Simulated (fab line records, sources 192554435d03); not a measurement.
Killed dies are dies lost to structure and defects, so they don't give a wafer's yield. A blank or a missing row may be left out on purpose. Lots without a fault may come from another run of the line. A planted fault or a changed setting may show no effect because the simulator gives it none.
Split-lot experiment | flow n5_finfet | 7 lots, 21 wafers read, on a route of 1938 steps

THE SPLIT
At N5_BEOL_M15_PEB_26 (peb time 90 s), the setting peb_time_s was moved away from the recipe's 90 s on 7 of the 21 wafers read, by -20.9% to +22.3%. The other wafers ran this setting at the recipe's value.

FROM THE SPLIT TO THE READING: what the file shows between them, 2 steps
- N5_BEOL_M15_DEVELOP_27: develop time 45 s
- N5_BEOL_M15_HARDBAKE_32: time 120 s

THE READING
cd_nm, in nm, at N5_BEOL_M15_CD_MEAS_28 (target cd 407.6 nm). Fault-free wafers of this fab line usually give 408.2 nm, standard deviation 2 nm.

wafer  | tool, chamber at the split | peb_time_s as run, s | against the recipe | cd_nm, nm | against lot-mates on the recipe
L076.2 | litho_track-04, 0          | 90                   | recipe             | 407.1     | -
L076.5 | litho_track-04, 0          | 90                   | recipe             | 409.5     | -
L076.6 | litho_track-04, 0          | 90                   | recipe             | 406.8     | -
L080.1 | litho_track-04, 0          | 97.16                | +8.0%              | 412.6     | no lot-mate on the recipe
L080.3 | litho_track-04, 0          | 97.16                | +8.0%              | 413.2     | no lot-mate on the recipe
L080.6 | litho_track-04, 0          | 97.16                | +8.0%              | 411.4     | no lot-mate on the recipe
L079.1 | litho_track-05, 0          | 90                   | recipe             | 408.1     | -
L079.2 | litho_track-05, 0          | 90                   | recipe             | 408.4     | -
L079.3 | litho_track-05, 0          | 90                   | recipe             | 408.7     | -
L083.4 | litho_track-04, 0          | 110.1                | +22.3%             | 417.4     | +7.6
L083.5 | litho_track-04, 0          | 90                   | recipe             | 409.8     | -
L083.6 | litho_track-04, 0          | 110.1                | +22.3%             | 414.0     | +4.2
L086.2 | litho_track-05, 0          | 102.7                | +14.1%             | 414.6     | +4.9
L086.3 | litho_track-05, 0          | 90                   | recipe             | 409.1     | -
L086.4 | litho_track-05, 0          | 90                   | recipe             | 410.3     | -
L091.1 | litho_track-05, 0          | 71.23                | -20.9%             | 399.2     | -7.8
L091.2 | litho_track-05, 0          | 90                   | recipe             | 407.2     | -
L091.3 | litho_track-05, 0          | 90                   | recipe             | 406.8     | -
L092.3 | litho_track-04, 0          | 90                   | recipe             | 404.6     | -
L092.4 | litho_track-04, 0          | 90                   | recipe             | 403.1     | -
L092.5 | litho_track-04, 0          | 90                   | recipe             | 405.8     | -

THE FIT
A straight line over all 21 wafers: cd_nm changes by +0.407 nm for each +1% of peb_time_s; r = +0.89; the points scatter about the line by 1.9 nm.
The same after taking each lot's own level away (the mean of its wafers on the recipe; 18 wafers): +0.307 nm for each +1%; r = +0.94; scatter 1.1 nm.
On that fit, the largest move of peb_time_s shifts the reading by 6.9 nm.
The lots' own levels span 404.50 to 409.80 nm, that is 2.7 times the standard deviation above.
So the lot-to-lot level changes the slope: the two fits differ.
Check: with one of the wafers moved furthest among these (+22.3%) left out of the fit, the line predicts +6.29 nm for it against its lot-mates. It came out at +7.6 nm against them.

OTHER SPLITS ON THESE WAFERS
These wafers also went through other splits before the reading. Each is held against what the fit with the lots' levels taken away leaves over:
other split on the same wafers | wafers away from the commonest value | r with cd_nm (lot level and that fit taken away)
N5_BEOL_M13_ETCH_59 time_s     | 7                                    | +0.18
N5_BEOL_M13_COAT_65 spin_rpm   | 7                                    | +0.07
N5_BEOL_M13_SPUTTER_43 time_s  | 6                                    | -0.09
N5_BEOL_M13_SPUTTER_44 power_w | 7                                    | +0.18

THE WHOLE CHAIN: every reading that the file lists as answering this split, in the file's order
step                       | what it does                                                  | reading                                                         | change (the file's fit)               | r (the file's)
N5_BEOL_M15_CD_MEAS_28     | target cd 407.6 nm                                            | cd_nm                                                           | +0.32 nm for each +1% of the setting  | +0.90
N5_BEOL_M15_DESCUM_33      | chemistry O2, time 7.9 s                                      | BEOL_M15.cd_nm (the simulator's own value, which no gauge read) | +0.317 nm for each +1% of the setting | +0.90
N5_BEOL_M15_TRENCH_ETCH_34 | etches SiO2 in C4F8/O2/Ar, target depth 872.93 nm, time 199 s | BEOL_M15.cd_nm (the simulator's own value, which no gauge read) | +0.338 nm for each +1% of the setting | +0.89

THE FILE'S OWN FIT
cd_nm changes by +0.32 nm for each +1% of peb_time_s, r = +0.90.
